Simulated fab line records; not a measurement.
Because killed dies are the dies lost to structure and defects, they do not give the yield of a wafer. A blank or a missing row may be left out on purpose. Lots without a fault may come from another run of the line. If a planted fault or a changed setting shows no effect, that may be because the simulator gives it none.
The tool behind it: which one? | flow n5 finfet | Sampling: 9 lots, 27 wafers, 5 of 1938 route steps

WHAT THE GAUGES SHOWED, per wafer
N5_BEOL_M4_RC_MEAS_101.
lot  | measured     | on        | DIBL_N (mV/V)
L122 | day 9 03:01  | prober-01 | 36.7 38.6 35.3
L124 | day 9 04:58  | prober-02 | 35.3 35.8 37.2
L127 | day 9 21:02  | prober-01 | 35.9 37.2 34.3
L130 | day 10 15:25 | prober-01 | 36.2 35.1 36.1
L135 | day 11 22:26 | prober-02 | 36.1 38.3 36.5
L137 | day 12 04:54 | prober-02 | 35.3 35.0 35.6
L140 | day 13 05:35 | prober-01 | 35.5 34.6 34.8
L142 | day 13 09:00 | prober-01 | 35.9 35.7 35.5
L143 | day 13 16:02 | prober-02 | 35.6 36.6 36.2

EACH LOT AND THE TOOL THAT RAN IT (in order: tool; ch and the chambers of the sampled wafers; start)
lot  | N5_BEOL_M1_HM_OPEN_17             | N5_BEOL_M1_ALD_98                 | N5_BEOL_M1_TRENCH_ETCH_37          | N5_BEOL_M1_STRIP_97
L122 | rie metal-03 ch 0,1, day 6 17:50  | ald sin-01 ch 0,1,3, day 6 18:37  | rie diel-03 ch 0,2,3, day 6 21:27  | rie diel-03 ch 0,2,3, day 9 03:01 or earlier
L124 | rie metal-01 ch 0,1, day 7 01:34  | ald sin-04 ch 0,1,3, day 7 02:49  | rie diel-01 ch 0,1,2, day 7 03:28  | rie diel-01 ch 0,1,2, day 9 04:58 or earlier
L127 | rie metal-01 ch 0, day 7 23:25    | ald sin-03 ch 1,2, day 8 00:16    | rie diel-03 ch 0,1,3, day 8 00:46  | rie diel-03 ch 0,1,3, day 9 21:02 or earlier
L130 | rie metal-01 ch 1, day 8 12:01    | ald sin-03 ch 1,2, day 8 13:47    | rie diel-03 ch 2,3, day 8 16:02    | rie diel-03 ch 2,3, day 10 15:25 or earlier
L135 | rie metal-03 ch 0,1, day 9 20:42  | ald sin-03 ch 1,2,3, day 9 21:26  | rie diel-03 ch 2,3, day 10 01:43   | rie diel-03 ch 2,3, day 11 22:26 or earlier
L137 | rie metal-02 ch 0,1, day 10 02:50 | ald sin-01 ch 0,2,3, day 10 03:41 | rie diel-03 ch 0,1,3, day 10 11:19 | rie diel-03 ch 0,1,3, day 12 04:54 or earlier
L140 | rie metal-02 ch 0,1, day 10 19:25 | ald sin-04 ch 1,2,3, day 10 20:23 | rie diel-01 ch 0,1, day 10 21:49   | rie diel-01 ch 0,1, day 13 05:35 or earlier
L142 | rie metal-02 ch 0,1, day 11 09:38 | ald sin-01 ch 0,2,3, day 11 10:31 | rie diel-01 ch 1,2,3, day 11 11:47 | rie diel-01 ch 1,2,3, day 13 09:00 or earlier
L143 | rie metal-03 ch 0,1, day 11 15:56 | ald sin-01 ch 1,2,3, day 11 16:49 | rie diel-02 ch 0,1,3, day 11 18:00 | rie diel-02 ch 2,3, day 13 16:02 or earlier
- N5_BEOL_M1_HM_OPEN_17: chemistry Cl2/BCl3, target TiN, target depth 20 nm, overetch 6 nm.
- N5_BEOL_M1_ALD_98: deposits SiO2, target thk 2.5 nm, pulse time 1 s, co reactant pulse time 1 s.
- N5_BEOL_M1_TRENCH_ETCH_37: etches SiOC in C4F6/O2, target depth 55.207 nm, time 29 s.
- N5_BEOL_M1_STRIP_97: strips in N2/H2, time 10 s.

THE ANSWER, worked out from the rows above alone
Rule: the usual values come from the lots themselves. The widest of any qualifying gaps counts: lots, ordered by their means at a reading, are off when they make up no more than a third of the lots, leave a main group of 4 or more, and stand apart from it by 3 or more times the standard deviation of that group's means. A main group whose means are all the same, to the digits that the tables above print for the reading, isn't used. Also off: a lot with no number at a reading for which 4 or more lots have one. Where the step has rows for the other lots, those lots are counted as sound.
Across all readings shown, no lot is off: no conclusion can be drawn from this.

WHAT THE SIMULATOR PUT IN
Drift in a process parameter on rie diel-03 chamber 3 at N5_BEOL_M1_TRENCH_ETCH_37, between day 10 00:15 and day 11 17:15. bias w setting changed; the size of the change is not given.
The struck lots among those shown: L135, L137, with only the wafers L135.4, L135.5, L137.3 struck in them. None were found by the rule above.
